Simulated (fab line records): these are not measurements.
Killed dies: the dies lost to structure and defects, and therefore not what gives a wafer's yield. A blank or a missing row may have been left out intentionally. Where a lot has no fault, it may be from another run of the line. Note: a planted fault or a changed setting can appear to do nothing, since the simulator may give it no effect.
fab line records    flow n5-finfet    part 2 of 2: steps 42 to 43 of 43
record lots=6  wafers=18  last-day=20
route steps=1938 shown SD_EPI_N@274 SD_EPI_P@295 MOL_CONTACT_COAG@537 PASSIVATION@1936
lots untouched by any fault: they come from a run of this same line in which no faults occurred
start-h: hours from the record's first day to the start of the lot's first wafer shown    wait-h: how many hours have passed since the lot's step before this one    " repeats the value in the row above    L1.1+2: several wafers, shown together as one row    - either no value or no given start    * or withheld: withheld    < > ~ a bound
route shown NAME@n: NAME is a module with steps in the file, n the number in the route of the first one    usual: mean and standard deviation over wafers with no fault    same: alike in all rows    chamber/n: place in a boat    sites: per-site readings    _std_site: standard deviation across them    _edge_site: outer sites' mean less inner sites'    radius-mm: for every site, how far away it sits from the centre of the wafer    mask NAME#n: copy n    behind: the most recent tool/chamber to have shaped the wafer    hold: why the lot went on hold/how many hours it stayed there/how the hold came to an end    device: whichever transistor did not switch (one of n, p or np)    end of line: the tests these same wafers got at the end of their route    a step given without rows: its recipe and nothing more    killed: dies that structure and defects cost at the first sort, which is not the same as the wafer's yield    map: the dies of a wafer, with x for killed, . for not killed, _ for no die there
set.NAME: setting as actually run; set.NAME@STEP: the setting as run at that earlier step    model.NAME: the simulator's own value behind a step, which no gauge read
lots seen at some steps along the route; tables by step, rows by wafer
services: from which hour (start-h, from the record's first day; less than 0 if before it) a tool's chamber was out of use, for how many hours, and why
## steps
# step N5_MOL_CONTACT_COAG_ETCH_15
# recipe chemistry=CH3F/O2  target=SiNx  target-depth-a=70  mask-material=SOC  stop-on=Si:P  over-etch-frac=0.75  ion-energy-ev=120  pressure-mtorr=30  source-w=395  bias-w=73  Ar_flow_sccm=150  CH3F_flow_sccm=30  O2_flow_sccm=20
# usual CH3F_flow_sccm=30.01/0.081  drypump-motor-current-A=5.8/0.42  mfc-ar-sccm=150.0/0.42  oes-product-au=0.55/0.046  rf-vpp-V=298.8/2.6  showerhead-plenum-p-Torr=2.01/0.039  throttle-valve-pct=16.32/0.15
lot.wafer  tool         chamber  start-h  wait-h  CH3F_flow_sccm  drypump-motor-current-A  mfc-ar-sccm  oes-product-au  rf-hours-counter-h  rf-vpp-V  showerhead-plenum-p-Torr  throttle-valve-pct  model.Si-P_of_SD_EPI_N_EPI_21.thk-nm
L571.3     rie-diel-02  0        123.01   0.0     30.01           6.2                      150.3        0.65            41                  302.8     2.03                      16.17               1.8
L571.4     "            2        "        "       30.04           4.9                      150.0        0.55            141                 300.3     2.00                      16.52               1.4
L571.6     "            1        "        "       29.92           5.7                      150.6        0.55            -                   301.1     2.01                      16.41               0.8
L573.1     rie-diel-02  2        145.14   0.0     30.05           4.9                      149.9        0.55            146                 300.6     2.00                      16.54               0.8
L573.2     "            3        "        "       29.95           5.8                      149.3        0.52            213                 302.3     2.06                      16.47               1
L573.4     "            1        "        "       30.04           5.6                      149.4        0.55            159                 301.6     2.01                      16.43               0.8
L578.1     rie-diel-05  3        179.11   0.0     30.05           5.5                      150.4        0.54            168                 297.9     2.08                      16.31               58
L578.2     "            2        "        "       30.14           5.7                      150.5        0.53            198                 295.7     1.99                      16.22               57.4
L578.5     "            3        "        "       29.94           5.5                      149.6        0.54            -                   298.6     2.08                      16.31               58.4
L580.1     rie-diel-04  2        191.29   0.0     29.93           6.2                      149.9        0.54            187                 298.1     1.98                      16.34               58.4
L580.3     "            1        "        "       29.99           5.3                      149.5        0.52            212                 299.8     2.06                      16.35               58.8
L580.6     "            0        "        "       30.03           6.0                      149.9        0.50            -                   297.9     1.97                      16.26               58.6
L583.1     rie-diel-05  1        205.81   0.0     29.92           6.3                      149.5        0.62            52                  300.5     1.95                      16.05               59.6
L583.5     "            2        "        "       29.94           5.7                      150.7        0.52            -                   296.2     1.99                      16.27               59.8
L583.6     "            1        "        "       30.01           6.3                      150.0        0.62            -                   298.6     1.95                      16.03               58.6
L585.3     rie-diel-05  0        231.52   0.0     30.03           6.1                      151.0        0.54            151                 295.5     2.00                      16.41               59.2
L585.4     "            3        "        "       29.91           5.5                      149.6        0.53            187                 296.2     2.07                      16.34               59.4
L585.5     "            1        "        "       29.95           6.3                      149.1        0.61            -                   298.9     1.95                      16.06               58.8
# step N5_PASSIVATION_PROBE_49
# usual killed_at_M0_to_M3=37/12  killed_at_M4_up=15/5.6  killed-at-contacts=13/6.9  killed-at-front-end=40/11  killed-at-other=4/3.2  killed-dies=109/20  killed-open=73/15  killed-short=35/8.3
# same gross-dies=1180  killed-at-back-side=0
lot.wafer  tool       chamber  start-h  wait-h  killed_at_M0_to_M3  killed_at_M4_up  killed-at-contacts  killed-at-front-end  killed-at-other  killed-dies  killed-open  killed-short
L571.3     prober-02  -        376.44   0.1     33                  17               6                   30                   6                92           64           24
L571.4     prober-02  -        376.49   0.2     33                  23               29                  58                   3                146          109          36
L571.6     prober-02  -        376.59   0.3     51                  10               9                   49                   3                122          86           34
L580.1     prober-02  -        424.87   0.0     21                  13               7                   55                   2                98           68           29
L580.3     prober-02  -        424.97   0.1     32                  26               11                  34                   5                108          69           35
L580.6     prober-02  -        425.12   0.3     32                  13               4                   45                   1                95           59           34
L578.1     prober-02  -        426.85   0.0     34                  12               25                  37                   0                108          73           31
L578.2     prober-02  -        426.90   0.1     37                  13               13                  45                   1                109          65           41
L585.3     prober-02  -        478.54   0.1     56                  14               10                  35                   6                121          85           33
L585.4     prober-02  -        478.59   0.2     24                  22               11                  45                   2                104          75           27
L585.5     prober-02  -        478.64   0.2     42                  26               15                  31                   6                120          87           31
# killed by level:class
L571.3 STI_FIN_REVEAL:geometric-particle:open=10 FIN_SAQP:geometric-particle:short=7 BEOL_M2:geometric-particle:open=6 FIN_SAQP:geometric-particle:open=5 BEOL_M0_SAQP:geometric-particle:open=5 BEOL_M1:geometric-particle:open=5 BEOL_M4:geometric-particle:open=5 MOL_CONTACT_COAG:geometric-particle:open=4
L571.4 FIN_SAQP:geometric-particle:open=20 MOL_CONTACT_COAG:geometric-particle:open=20 STI_FIN_REVEAL:geometric-particle:open=14 FIN_SAQP:geometric-particle:short=9 MOL_CONTACT_COAG:geometric-particle:short=9 BEOL_M2:geometric-particle:open=8 BEOL_M5:geometric-particle:open=7 BEOL_M1:geometric-particle:open=7
L571.6 FIN_SAQP:geometric-particle:open=11 STI_FIN_REVEAL:geometric-particle:open=11 FIN_SAQP:geometric-particle:short=10 BEOL_M0_SAQP:geometric-particle:open=10 BEOL_M2:geometric-particle:open=10 BEOL_M1:geometric-particle:open=9 BEOL_M3:geometric-particle:open=9 MOL_CONTACT_COAG:geometric-particle:open=7
L580.1 STI_FIN_REVEAL:geometric-particle:open=24 MOL_CONTACT_COAG:geometric-particle:open=7 BEOL_M4:geometric-particle:open=7 GATE_CUT:geometric-particle:open=6 FIN_SAQP:geometric-particle:short=5 STI_FIN_REVEAL:geometric-particle:short=4 BEOL_M1:geometric-particle:short=4 BEOL_M0_SAQP:geometric-particle:short=4
L580.3 BEOL_M4:geometric-particle:open=13 MOL_CONTACT_COAG:geometric-particle:open=10 BEOL_M0_SAQP:geometric-particle:open=8 BEOL_M3:geometric-particle:open=7 BEOL_M4:geometric-particle:short=7 BEOL_M0_SAQP:geometric-particle:short=6 BEOL_M2:geometric-particle:open=6 FIN_SAQP:geometric-particle:short=5
L580.6 STI_FIN_REVEAL:geometric-particle:open=15 BEOL_M0_SAQP:geometric-particle:short=8 BEOL_M0_SAQP:geometric-particle:open=8 BEOL_M1:geometric-particle:open=7 BEOL_M2:geometric-particle:open=6 FIN_SAQP:geometric-particle:open=5 BEOL_M4:geometric-particle:short=4 BEOL_M4:geometric-particle:open=4
L578.1 MOL_CONTACT_COAG:geometric-particle:open=22 BEOL_M0_SAQP:geometric-particle:open=8 BEOL_M2:geometric-particle:open=7 BEOL_M0_SAQP:geometric-particle:short=7 BEOL_M1:geometric-particle:open=7 FIN_SAQP:geometric-particle:short=6 GATE_CUT:geometric-particle:short=6 GATE_CUT:geometric-particle:open=6
L578.2 FIN_SAQP:geometric-particle:short=15 BEOL_M2:geometric-particle:open=14 STI_FIN_REVEAL:geometric-particle:open=10 MOL_CONTACT_COAG:geometric-particle:open=10 BEOL_M0_SAQP:geometric-particle:short=8 BEOL_M0_SAQP:geometric-particle:open=8 FIN_SAQP:geometric-particle:open=4 BEOL_M4:geometric-particle:open=4
L585.3 BEOL_M1:geometric-particle:open=18 STI_FIN_REVEAL:geometric-particle:open=10 BEOL_M2:geometric-particle:open=10 MOL_CONTACT_COAG:geometric-particle:open=9 FIN_SAQP:geometric-particle:open=8 BEOL_M0_SAQP:geometric-particle:open=7 BEOL_M3:geometric-particle:open=6 BEOL_M2:geometric-particle:short=5
L585.4 STI_FIN_REVEAL:geometric-particle:open=15 BEOL_M4:geometric-particle:open=13 MOL_CONTACT_COAG:geometric-particle:open=9 ILD0:geometric-particle:short=8 BEOL_M1:geometric-particle:open=6 BEOL_M2:geometric-particle:open=5 BEOL_M3:geometric-particle:open=5 FIN_SAQP:geometric-particle:short=4
L585.5 STI_FIN_REVEAL:geometric-particle:open=15 BEOL_M2:geometric-particle:open=14 MOL_CONTACT_COAG:geometric-particle:open=13 BEOL_M4:geometric-particle:open=9 BEOL_M0_SAQP:geometric-particle:open=7 BEOL_M0_SAQP:geometric-particle:short=6 BEOL_M1:geometric-particle:open=5 FIN_SAQP:geometric-particle:short=3
## services
tool             chamber  start-h  hours  kind
rie-diel-06      2        62.12    2.9    repair
rie-diel-03      1        63.66    28.1   repair
rie-si-06        1        67.40    4.3    repair
rie-si-06        3        70.12    6.7    repair
rie-diel-02      -        71.96    1.9    repair
ald-sin-02       -        75.15    1.5    repair
rie-diel-01      0        75.90    1.5    repair
ald-sin-04       -        85.25    14.0   pm
epi-rpcvd-03     -        89.11    2.7    repair
rie-diel-02      -        91.19    4.7    repair
rie-si-05        -        104.94   1.8    repair
rie-si-06        -        109.83   2.8    pm
ald-sin-04       -        113.38   14.6   pm
plasma-asher-01  -        117.74   3.1    repair
ald-sin-04       -        133.53   6.0    pm
plasma-asher-02  -        150.58   0.7    repair
rie-si-05        2        152.34   3.8    repair
epi-rpcvd-04     -        164.80   3.4    repair
rie-si-04        3        168.94   7.1    repair
rie-diel-02      -        187.57   0.5    repair
epi-rpcvd-01     -        208.06   2.8    pm
rie-si-06        3        208.37   5.2    repair
rie-diel-05      1        217.15   4.6    repair
rie-diel-02      1        217.15   5.2    repair
## key
first-sign step=N5_SD_EPI_N_PRECLEAN_48  reading=tool-record  direction=missing
effect none on later readings
model-effect step=N5_SD_EPI_N_PRECLEAN_48  value=SiNx_of_SPACER0_ALD_08.thk-nm  without=1.267  struck=1.6
model-effect step=N5_SD_EPI_N_EPI_21  value=Si-P_of_SD_EPI_N_EPI_21.thk-nm  without=59.3  struck=1.1
model-effect step=N5_MOL_CONTACT_COAG_ETCH_15  value=Si-P_of_SD_EPI_N_EPI_21.thk-nm  without=58.32  struck=0.96
met-at N5_SD_EPI_N_PRECLEAN_48
struck-wafers L571.3,L571.4,L571.6,L573.1,L573.2,L573.4
rows-end L573.1,L573.2,L573.4
tester-left-out L571
fault kind=skipped-step-whole  tool=epi-rpcvd-03,epi-rpcvd-04  chamber=-  onset-h=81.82  steps=N5_SD_EPI_N_PRECLEAN_48  scope=struck-lots-only
# tester-left-out: of these lots the tester's yield and bins aren't shown, on N5 and GAA mostly nor the transistor test; their killed dies are dies lost to structure and defects alone, not to doping, threshold or leakage, so they don't give the yield
# rows-end: these wafers met a further fault down the route, and their rows from its step on are left out
